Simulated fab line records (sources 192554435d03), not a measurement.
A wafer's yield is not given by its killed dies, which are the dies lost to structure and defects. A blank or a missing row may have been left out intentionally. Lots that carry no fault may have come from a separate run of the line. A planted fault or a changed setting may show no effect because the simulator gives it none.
Split-lot study + flow n5-finfet + on a route of 1938 steps: 7 lots, 39 wafers read

ABOUT THE SPLIT
At N5_DUMMY_GATE_ETCH_42 (etches SiO2 in CHF3/O2, target depth 3.5 nm, time 31 s), the setting bias-w was moved away from the recipe's 12 W on 15 of the 39 wafers read, by -12.9% to +12.8%. The other wafers ran this setting at the recipe's value.

The reading comes from the split's own step.

THE READING
rf-vpp-V, in V, at N5_DUMMY_GATE_ETCH_42 (etches SiO2 in CHF3/O2, target depth 3.5 nm, time 31 s). Fault-free wafers of this fab line usually give 42.6 V, standard deviation 0.97 V.

| wafer  | tool, chamber at the split | bias-w as run, W | against the recipe | rf-vpp-V, V | against lot-mates on the recipe |
|--------|----------------------------|------------------|--------------------|-------------|---------------------------------|
| L075.3 | rie-diel-03, 3             | 12               | recipe             | 41.6        | -                               |
| L075.4 | rie-diel-03, 1             | 12               | recipe             | 43.0        | -                               |
| L075.5 | rie-diel-03, 1             | 12               | recipe             | 43.6        | -                               |
| L077.1 | rie-diel-06, 1             | 12               | recipe             | 42.0        | -                               |
| L077.2 | rie-diel-06, 0             | 13.42            | +11.8%             | 46.5        | +3.8                            |
| L077.3 | rie-diel-06, 2             | 13.42            | +11.8%             | 46.7        | +4.0                            |
| L077.4 | rie-diel-06, 3             | 12               | recipe             | 43.4        | -                               |
| L077.5 | rie-diel-06, 2             | 12               | recipe             | 42.8        | -                               |
| L077.6 | rie-diel-06, 1             | 13.42            | +11.8%             | 45.0        | +2.3                            |
| L081.1 | rie-diel-06, 1             | 12               | recipe             | 44.0        | -                               |
| L081.2 | rie-diel-06, 2             | 13.54            | +12.8%             | 46.8        | +3.9                            |
| L081.3 | rie-diel-06, 3             | 12               | recipe             | 41.6        | -                               |
| L081.4 | rie-diel-06, 0             | 13.54            | +12.8%             | 47.5        | +4.6                            |
| L081.5 | rie-diel-06, 1             | 13.54            | +12.8%             | 45.0        | +2.1                            |
| L081.6 | rie-diel-06, 0             | 12               | recipe             | 43.2        | -                               |
| L084.1 | rie-diel-04, 1             | 10.67            | -11.1%             | 38.4        | -4.1                            |
| L084.2 | rie-diel-04, 2             | 12               | recipe             | 42.9        | -                               |
| L084.3 | rie-diel-04, 0             | 10.67            | -11.1%             | 40.8        | -1.7                            |
| L084.4 | rie-diel-04, 1             | 12               | recipe             | 42.0        | -                               |
| L084.5 | rie-diel-04, 0             | 12               | recipe             | 42.5        | -                               |
| L084.6 | rie-diel-04, 2             | 10.67            | -11.1%             | 39.8        | -2.7                            |
| L085.1 | rie-diel-04, 0             | 13.41            | +11.7%             | 46.9        | +4.9                            |
| L085.2 | rie-diel-04, 3             | 13.41            | +11.7%             | 47.3        | +5.3                            |
| L085.3 | rie-diel-04, 1             | 12               | recipe             | 43.0        | -                               |
| L085.4 | rie-diel-04, 2             | 12               | recipe             | 42.0        | -                               |
| L085.5 | rie-diel-04, 2             | 13.41            | +11.7%             | 45.5        | +3.5                            |
| L085.6 | rie-diel-04, 3             | 12               | recipe             | 41.0        | -                               |
| L087.1 | rie-diel-03, 3             | 12               | recipe             | 42.5        | -                               |
| L087.2 | rie-diel-03, 2             | 12               | recipe             | 42.1        | -                               |
| L087.3 | rie-diel-03, 1             | 12               | recipe             | 42.0        | -                               |
| L087.4 | rie-diel-03, 3             | 12               | recipe             | 42.5        | -                               |
| L087.5 | rie-diel-03, 2             | 12               | recipe             | 43.3        | -                               |
| L087.6 | rie-diel-03, 1             | 12               | recipe             | 42.8        | -                               |
| L090.1 | rie-diel-03, 3             | 10.45            | -12.9%             | 37.8        | -5.3                            |
| L090.2 | rie-diel-03, 2             | 12               | recipe             | 44.8        | -                               |
| L090.3 | rie-diel-03, 1             | 10.45            | -12.9%             | 37.9        | -5.2                            |
| L090.4 | rie-diel-03, 2             | 12               | recipe             | 42.9        | -                               |
| L090.5 | rie-diel-03, 3             | 12               | recipe             | 41.7        | -                               |
| L090.6 | rie-diel-03, 1             | 10.45            | -12.9%             | 39.5        | -3.6                            |

FIT RESULTS
A straight line over all 39 wafers: rf-vpp-V changes by +0.304 V for each +1% of bias-w; r = +0.93; the points scatter about the line by 0.9 V.
The same after taking each lot's own level away (the mean of its wafers on the recipe; 39 wafers): +0.314 V for each +1%; r = +0.93; scatter 0.94 V.
The reading moves by 4.1 V for the largest change in bias-w, on that fit.
Across the lots, their own levels run from 42.00 to 43.13 V, a range of 1.2 times the standard deviation given above.
The two slopes agree, so the slope changes little with the lot-to-lot level.
Check: -3.9 V against its lot-mates is what the line predicts for one of the wafers moved furthest among these (-12.9%) when that wafer is left out of the fit. Against them it came out at -5.33 V.
Tool readings at the split's step, against how far the setting was moved: rf-vpp-V r = +0.93.

OTHER SPLITS APPLIED TO THESE WAFERS
Other splits were also applied to these wafers ahead of the reading. Each is held against what the fit with the lots' levels taken away leaves over:
| other split on the same wafers               | wafers away from the commonest value | r with rf-vpp-V (lot level and that fit taken away) |
|----------------------------------------------|--------------------------------------|-----------------------------------------------------|
| N5_FIN_SAQP_HM_DEP_03 target-thk-a           | 15                                   | +0.01                                               |
| N5_STI_FIN_REVEAL_ETCHBACK_08 target-depth-a | 15                                   | +0.13                                               |
| N5_DUMMY_GATE_ETCH_37 source-w               | 12                                   | +0.24                                               |
| N5_DUMMY_GATE_ETCH_32 time-s                 | 15                                   | +0.14                                               |

FILE'S OWN FIT
rf-vpp-V changes by +0.313 V for each +1% of bias-w, r = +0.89.
